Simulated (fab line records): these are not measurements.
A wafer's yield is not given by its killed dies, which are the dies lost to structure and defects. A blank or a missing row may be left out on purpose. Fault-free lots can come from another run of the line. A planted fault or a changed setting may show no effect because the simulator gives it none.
Chamber matching | flow n5-finfet | N5_BEOL_M9_ETCH_61 on rie-diel-01: 4 sister chambers
The step etches SiARC in CF4, target depth 39 nm, time 65 s. 4 wafers are shown with their chamber, then 8 later ones without.

WAFERS PAIRED WITH THEIR CHAMBERS
wafer  | chamber | showerhead-plenum-p-Torr (Torr)
L084.4 | 1       | 2.11
L092.3 | 0       | 2.02
L092.4 | 2       | 2.08
L093.4 | 3       | 2.20

WAFERS MISSING THEIR CHAMBER
wafer  | showerhead-plenum-p-Torr (Torr)
L093.5 | 2.08
L093.6 | 2.10
L095.3 | 2.07
L095.4 | 2.20
L095.5 | 2.07
L096.3 | 2.10
L096.5 | 2.07
L096.6 | 2.20

THE CHAMBER EACH PASSED THROUGH
wafer  | from the rows above     | in truth
L093.5 | 2                       | 2
L093.6 | can't be placed: 1 or 2 | 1
L095.3 | 2                       | 2
L095.4 | 3                       | 3
L095.5 | 2                       | 2
L096.3 | can't be placed: 1 or 2 | 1
L096.5 | 2                       | 2
L096.6 | 3                       | 3
6 of 8 placed correctly. Cannot be placed on the basis of these rows: 2; the candidates contain the true chamber in 2. Placed wrongly: 0.
How it was worked out, from the rows above alone: a wafer's distance from a chamber is the root of the sum, over the readings, of the square of ((its reading less the chamber's mean) divided by the reading's scatter). The wafer belongs to the nearest chamber; if the next one is less than 2 further off, it can't be placed. For every chamber, the mean is computed from those of its wafers that are shown. The scatter: with one shown wafer a chamber, the root of the mean of the squares of how far each hidden wafer lies from its nearest shown one.
